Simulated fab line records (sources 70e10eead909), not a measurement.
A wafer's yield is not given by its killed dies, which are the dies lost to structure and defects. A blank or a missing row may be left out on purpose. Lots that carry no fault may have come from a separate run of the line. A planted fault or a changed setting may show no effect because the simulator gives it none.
Which tool did it? + flow nand harc + 13 lots, 36 wafers sampled, at 5 steps of a route of 1302

## WHAT EACH GAUGE READ, for each wafer
NHARC_P_M0_INSPECT_27. Usual: 341 for raw defect count, sd 130.
| lot  | measured     | on                | raw defect count | flag |
|------|--------------|-------------------|------------------|------|
| L627 | day 6 05:30  | defect inspect-01 | 289 413 493      |      |
| L629 | day 7 00:28  | defect inspect-01 | 315 295 295      |      |
| L628 | day 7 00:58  | defect inspect-02 | 565 427 700      |      |
| L630 | day 7 13:05  | defect inspect-01 | 338 540 483      |      |
| L632 | day 8 10:31  | defect inspect-01 | 272 268 351      |      |
| L633 | day 8 21:04  | defect inspect-01 | 355 547 519      |      |
| L634 | day 9 01:50  | defect inspect-02 | 272 225 286      |      |
| L636 | day 10 01:19 | defect inspect-01 | 261 171 210      |      |
| L644 | day 13 01:53 | defect inspect-02 | 180 207          |      |
| L643 | day 13 02:28 | defect inspect-01 | 264 212 258      |      |
| L645 | day 13 16:01 | defect inspect-02 | 352              |      |
| L646 | day 13 23:26 | defect inspect-01 | 495 266 281      |      |
| L647 | day 14 22:37 | defect inspect-02 | 251 238 179      |      |

NHARC_END_SORT_01. Usual: defect limited yield 92 %, standard deviation 3; killed at array 52, standard deviation 20; killed at other 1.0, standard deviation 1.3; killed at periphery 3.7, standard deviation 2.2; killed dies 57, standard deviation 20; killed open 3.2, standard deviation 1.6; killed short 2.4, standard deviation 1.6; sort_bin_2_pct 2.9 %, standard deviation 1.4; sort_bin_3_pct 0.6 %, standard deviation 0.41; sort_bin_4_pct 4.8 %, standard deviation 1.5; sort n pass 620, standard deviation 20; sort rim yield pct 93 %, standard deviation 3.5; sort yield pct 92 %, standard deviation 3.
| lot  | measured     | on        | defect limited yield (%) | killed at array | killed at other | killed at periphery | killed dies | killed open | killed short | sort_bin_2_pct (%) | sort_bin_3_pct (%) | sort_bin_4_pct (%) | sort n pass | sort rim yield pct (%) | sort yield pct (%) | flag |
|------|--------------|-----------|--------------------------|-----------------|-----------------|---------------------|-------------|-------------|--------------|--------------------|--------------------|--------------------|-------------|------------------------|--------------------|------|
| L644 | day 31 07:44 | prober-01 | 75 87                    | 72 77           | 1 0             | 97 10               | 170 87      | 3 5         | 1 4          | 10.6 5.6           | 4.6 0.6            | 9.9 6.6            | 507 590     | 92 90                  | 75 87              | OFF  |
| L645 | day 32 07:16 | prober-02 | 81                       | 40              | 0               | 89                  | 129         | 4           | 2            | 7.5                | 4.1                | 7.4                | 548         | 99                     | 81                 | OFF  |

## WHICH TOOL RAN EACH LOT (tool, then ch and the chambers of the sampled wafers, then the start)
| lot  | NHARC_P_M0_DEP_32               | NHARC_P_M1_STRIP_18                | NHARC_P_M1_PVD_20            |
|------|---------------------------------|------------------------------------|------------------------------|
| L627 | pecvd-03 ch 1,2, day 6 05:41    | rie diel-10 ch 0,1,2, day 6 07:29  | pvd sputter-03, day 6 08:13  |
| L629 | pecvd-03 ch 0,1,2, day 7 00:37  | rie diel-08 ch 1,2,3, day 7 02:25  | pvd sputter-02, day 7 03:10  |
| L628 | pecvd-04 ch 1,2, day 7 01:20    | rie diel-08 ch 0,1, day 7 03:04    | pvd sputter-03, day 7 03:49  |
| L630 | pecvd-04 ch 0,1, day 7 13:20    | rie diel-08 ch 0,1, day 7 15:05    | pvd sputter-02, day 7 15:53  |
| L632 | pecvd-03 ch 0,1,2, day 8 10:40  | rie diel-08 ch 2,3, day 8 12:30    | pvd sputter-03, day 8 13:15  |
| L633 | pecvd-04 ch 0,1,2, day 8 21:15  | rie diel-10 ch 1,2,3, day 8 23:05  | pvd sputter-01, day 8 23:47  |
| L634 | pecvd-01 ch 0,1,2, day 9 01:59  | rie diel-12 ch 0,1,2, day 9 03:47  | pvd sputter-01, day 9 04:32  |
| L636 | pecvd-03 ch 0,2, day 10 01:31   | rie diel-10 ch 0,1,3, day 10 03:20 | pvd sputter-02, day 10 04:03 |
| L644 | pecvd-04 ch 0,2, day 13 02:02   | rie diel-10 ch 1,3, day 13 03:51   | pvd sputter-01, day 13 04:35 |
| L643 | pecvd-03 ch 1,2, day 13 02:39   | rie diel-12 ch 0,3, day 13 04:23   | pvd sputter-03, day 13 05:08 |
| L645 | pecvd-04 ch 2, day 13 16:20     | rie diel-10 ch 0, day 13 18:07     | pvd sputter-01, day 13 18:47 |
| L646 | pecvd-04 ch 0,1,2, day 13 23:35 | rie diel-12 ch 0,1,2, day 14 01:17 | pvd sputter-03, day 14 02:04 |
| L647 | pecvd-03 ch 0,1,2, day 14 22:48 | rie diel-08 ch 1,3, day 15 00:40   | pvd sputter-03, day 15 01:24 |
- NHARC_P_M0_DEP_32: deposits SiCN, target thk 30 nm.
- NHARC_P_M1_STRIP_18: strips in N2/H2.
- NHARC_P_M1_PVD_20: deposits TaN, target thk 5 nm, time 8.06 s.

## AS READ BY THE TOOLS THEMSELVES (means over the sampled wafers that have a number; for cases with no such wafer, the mark the record gives instead)
NHARC_P_M0_DEP_32. Usual: 554 W for heater power w, sd 64.
| lot  | tool     | heater power w (W) | flag |
|------|----------|--------------------|------|
| L627 | pecvd-03 | 586                |      |
| L629 | pecvd-03 | 496                |      |
| L628 | pecvd-04 | 645                |      |
| L630 | pecvd-04 | 597                |      |
| L632 | pecvd-03 | 532                |      |
| L633 | pecvd-04 | 602                |      |
| L634 | pecvd-01 | 590                |      |
| L636 | pecvd-03 | 519                |      |
| L644 | pecvd-04 | 534                |      |
| L643 | pecvd-03 | 565                |      |
| L645 | pecvd-04 | 624                |      |
| L646 | pecvd-04 | 596                |      |
| L647 | pecvd-03 | 561                |      |

NHARC_P_M1_STRIP_18. Usual: chamber pressure mTorr 30.000 mTorr, standard deviation 0.025; drypump motor current A 5.6 A, standard deviation 0.37; oes product au 1.000 a.u., standard deviation 0.0074; rf vpp V 90.4 V, standard deviation 1.1; showerhead plenum p Torr 2.01 Torr, standard deviation 0.1; throttle valve pct 14.171 %, standard deviation 0.0089.
| lot  | tool        | chamber pressure mTorr (mTorr) | drypump motor current A (A) | oes product au (a.u.) | rf vpp V (V) | showerhead plenum p Torr (Torr) | throttle valve pct (%) | flag |
|------|-------------|--------------------------------|-----------------------------|-----------------------|--------------|---------------------------------|------------------------|------|
| L627 | rie diel-10 | 29.963                         | 5.3                         | 0.995                 | 90.3         | 2.07                            | 14.164                 |      |
| L629 | rie diel-08 | 29.994                         | 5.7                         | 0.997                 | 89.8         | 2.01                            | 14.182                 |      |
| L628 | rie diel-08 | 30.025                         | 5.8                         | 1.000                 | 91.3         | 2.11                            | 14.168                 |      |
| L630 | rie diel-08 | 29.999                         | 5.9                         | 1.006                 | 91.5         | 2.04                            | 14.174                 |      |
| L632 | rie diel-08 | 29.997                         | 5.6                         | 0.995                 | 90.0         | 1.93                            | 14.167                 |      |
| L633 | rie diel-10 | 29.998                         | 5.3                         | 0.994                 | 90.4         | 2.00                            | 14.170                 |      |
| L634 | rie diel-12 | 29.992                         | 5.9                         | 1.001                 | 90.4         | 1.97                            | 14.174                 |      |
| L636 | rie diel-10 | 29.998                         | 5.5                         | 1.004                 | 90.2         | 2.02                            | 14.177                 |      |
| L644 | rie diel-10 | 30.015                         | 5.5                         | 1.000                 | 89.5         | 1.94                            | 14.162                 |      |
| L643 | rie diel-12 | 29.983                         | 6.0                         | 0.999                 | 90.6         | 1.97                            | 14.174                 |      |
| L645 | rie diel-10 | 30.021                         | 5.5                         | 1.010                 | 92.3         | 2.18                            | 14.170                 |      |
| L646 | rie diel-12 | 29.993                         | 5.9                         | 0.989                 | 89.9         | 1.96                            | 14.167                 |      |
| L647 | rie diel-08 | 29.996                         | 5.5                         | 1.007                 | 90.1         | 2.01                            | 14.178                 |      |

NHARC_P_M1_PVD_20. Usual: 29.7 % for throttle valve pct, sd 0.91.
| lot  | tool           | throttle valve pct (%) | flag |
|------|----------------|------------------------|------|
| L627 | pvd sputter-03 | 30.0                   |      |
| L629 | pvd sputter-02 | 29.5                   |      |
| L628 | pvd sputter-03 | 29.3                   |      |
| L630 | pvd sputter-02 | 30.3                   |      |
| L632 | pvd sputter-03 | 30.2                   |      |
| L633 | pvd sputter-01 | 29.6                   |      |
| L634 | pvd sputter-01 | 29.3                   |      |
| L636 | pvd sputter-02 | 29.4                   |      |
| L644 | pvd sputter-01 | 29.8                   |      |
| L643 | pvd sputter-03 | 29.7                   |      |
| L645 | pvd sputter-01 | 29.8                   |      |
| L646 | pvd sputter-03 | 29.2                   |      |
| L647 | pvd sputter-03 | 28.8                   |      |

## THE ANSWER, worked out from the rows above alone
Rule: lot off if the mean of its wafers having a number is beyond 3 standard deviations from the usual mean. Also off: a lot with no number at a reading for which 4 or more lots have one. Where the step has rows for the other lots, those lots are counted as sound. First the gauges in route order, then the tools' own readings, where a lot's mean is used as printed above. The first step at which some lot is off is used, and at that step the reading that is off furthest; a lot without a number counts as furthest.
Off: L644, L645, at NHARC_END_SORT_01 (killed at periphery). Neither off nor sound, because the step has no rows for them: L627, L629, L628, L630, L632, L633, L634, L636, L643, L646, L647.
A tool fits if, at a process step before that reading, it ran every lot that is off, and no sound lot after the first of them. Those tools and the gauges at NHARC_END_SORT_01 are tried in the same way. Can't be told from this: 3 tools fit, pecvd-04 at NHARC_P_M0_DEP_32, rie diel-10 at NHARC_P_M1_STRIP_18, pvd sputter-01 at NHARC_P_M1_PVD_20.

## WHAT THE SIMULATOR HAD INSERTED
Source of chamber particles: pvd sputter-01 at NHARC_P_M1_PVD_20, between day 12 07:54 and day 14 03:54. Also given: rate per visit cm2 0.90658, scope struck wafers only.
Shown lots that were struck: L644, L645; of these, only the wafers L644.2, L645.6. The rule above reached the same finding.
